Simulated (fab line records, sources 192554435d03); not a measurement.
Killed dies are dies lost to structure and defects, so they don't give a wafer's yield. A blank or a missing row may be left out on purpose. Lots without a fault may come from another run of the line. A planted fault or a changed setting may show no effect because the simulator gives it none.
A struck lot beside a sound one | flow n5_finfet | 37 steps out of a route of 1938
Sound: wafers L903.2, L903.4, L903.5. Struck: wafers L897.3, L897.6. (L897.2 of the same lot was not struck and is left out.) The cause comes at the end.
At each step with rows: each side's tool, then ch and its chambers, then its first start. Under that, the readings that differ: sound wafers | struck wafers | difference of the means | sigmas: that difference in standard deviations of wafers without a fault.
alike: readings whose means differ by less than 2 such deviations, and words and numbers that are the same on both sides. not compared: withheld readings, readings that some wafer has no value for, bounds like >300 that may hide the same value, and numbers for which the record gives no deviation and whose values overlap.
The two part at a step that has a row with sigmas, a row that says differs or no value, or rows on one side only. Numbers that don't overlap but have no deviation are shown without sigmas and don't part them. A reading that every wafer of one side lacks parts them only if that side has two wafers or more.

first, 9 steps without rows for these wafers: N5_BEOL_M6_ALD_77 (deposits TaN, target thk 2 nm, pulse time 2 s, purge time 3 s); N5_BEOL_M6_SURFACE_TREAT_79; N5_BEOL_M6_CVD_78 (deposits Co from CCTBA/H2, target thk 2 nm, time 142.3 s); N5_BEOL_M6_SPUTTER_48 (material Cu, target thk 10 nm, time 1.667 s); N5_BEOL_M6_ECD_50 (material Cu, target thk 300 nm); N5_BEOL_M6_ANNEAL_51 (time 90 s); N5_BEOL_M6_CMP_52 (polishes, stops on SiCOH lowk, t overpolish 6.9 s, target thk 80 nm); N5_BEOL_M6_PRE_CLEAN_55 (time 15 s); N5_BEOL_M6_DEP_56 (deposits SiCN from 3MS/NH3, target thk 10 nm, time 17.5 s).
N5_BEOL_M7_ILD_DEP_00: deposits SiCOH lowk from DEMS/porogen, target thk 179.75 nm, time 33.4 s.
  sound on pecvd-04 ch 0,2, day 13 20:10; struck on pecvd-02 ch 0,1, day 12 18:44
  reading                                            | sound             | struck      | difference                    | sigmas
  heater_power_w (W)                                 | 412 419 342       | 265 329     | -94                           | -2
  rf_fwd_power_W (W)                                 | 497.0 495.5 492.0 | - -         | no value on the struck wafers |
  model.SiCOH_lowk_of_BEOL_M7_ILD_DEP_00.thk_nm (nm) | 176 179 182       | 170.8 172.2 | -7.5                          |
  alike: showerhead_plenum_p_Torr, throttle_valve_pct
then, 1 step without rows for these wafers: N5_BEOL_M7_CURE_74 (cures SiCOH lowk, time 240 s).
N5_BEOL_M7_THK_MEAS_01:
  sound on film_metro-01, day 13 20:46; struck on film_metro-01, day 12 19:49
  reading         | sound             | struck      | difference | sigmas
  M7_ILD_THK (nm) | 151.8 154.4 157.1 | 147.3 148.5 | -6.5       | -3
then, 23 steps without rows for these wafers: N5_BEOL_M7_PECVD_70 (deposits SiO2 from TEOS/O2, target thk 20 nm, time 22.7 s); N5_BEOL_M7_HM_DEP_02 (deposits TiN, target thk 20 nm); N5_BEOL_M7_COAT_59 (time 60 s, resist thk 100 nm); N5_BEOL_M7_COAT_60 (time 60 s, resist thk 35 nm); N5_BEOL_M7_COAT_05 (resist thk 90 nm); N5_BEOL_M7_EBR_07; N5_BEOL_M7_SOFTBAKE_06 (time 60 s); N5_BEOL_M7_EXPOSE_08 (exposes mask M7); N5_BEOL_M7_PEB_09 (peb time 60 s); N5_BEOL_M7_DEVELOP_10 (develop time 30 s); N5_BEOL_M7_DESCUM_16 (chemistry O2, time 7.9 s); N5_BEOL_M7_ETCH_61 (etches SiARC in CF4, target depth 45.5 nm, time 75.8 s); N5_BEOL_M7_ETCH_62 (etches SOC in N2/H2, target depth 110 nm, overetch 22 nm, time 165 s); N5_BEOL_M7_STRIP_68 (strips in N2/H2); N5_BEOL_M7_STRIP_67 (strips in CF4); N5_BEOL_M7_HM_OPEN_17 (chemistry Cl2/BCl3, target TiN, target depth 20 nm, overetch 6 nm); N5_BEOL_M7_STRIP_19 (strips in O2); N5_BEOL_M7_COAT_63 (time 60 s, resist thk 60 nm); N5_BEOL_M7_COAT_64 (time 60 s, resist thk 12 nm); N5_BEOL_M7_COAT_71 (time 60 s, resist thk 5 nm); N5_BEOL_M7_COAT_22 (resist thk 30 nm); N5_BEOL_M7_EBR_24; N5_BEOL_M7_SOFTBAKE_23 (time 60 s).
N5_BEOL_M7_CMP_52: polishes, stops on SiCOH lowk, t overpolish 6.9 s, target thk 80 nm.
  sound on cmp-04 ch 0,2,3, day 14 05:29; struck on cmp-01 ch 1,2, day 13 04:30
  reading                                            | sound           | struck      | difference | sigmas
  model.SiCOH_lowk_of_BEOL_M7_ILD_DEP_00.thk_nm (nm) | 148.8 151.4 154 | 144.2 145.4 | -6.6       |
  alike: barrier_field_endpoint_s, head_pressure_psi, motor_current_A, overpolish_run_s, retaining_ring_pressure_frac, time_to_endpoint_s
-- the record jumps here: 3 days lie between the struck wafers' starts before and after (it left off in module BEOL_M7 and takes up again in module PASSIVATION, whose first step shown is number 1936 of the route) --
N5_PASSIVATION_PROBE_49:
  sound on prober-02, day 17 11:16; struck on prober-01, day 16 09:33
  alike: defect_limited_yield, killed_at_M0_to_M3, killed_at_M4_up, killed_at_contacts, killed_at_front_end, killed_at_other, killed_dies, killed_open, killed_short, sort_bin_5_function, sort_bin_6_memory, sort_n_pass, sort_yield_pct

WHERE THEY PART
First at N5_BEOL_M7_ILD_DEP_00; last, within this record, at N5_BEOL_M7_THK_MEAS_01. Later steps at which nothing parts them and some readings are alike: N5_BEOL_M7_CMP_52, N5_PASSIVATION_PROBE_49.

WHY: what the simulator had put in
Process parameter drift: pecvd-02, from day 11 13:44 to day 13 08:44, at N5_BEOL_M7_ILD_DEP_00. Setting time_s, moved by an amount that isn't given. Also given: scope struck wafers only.
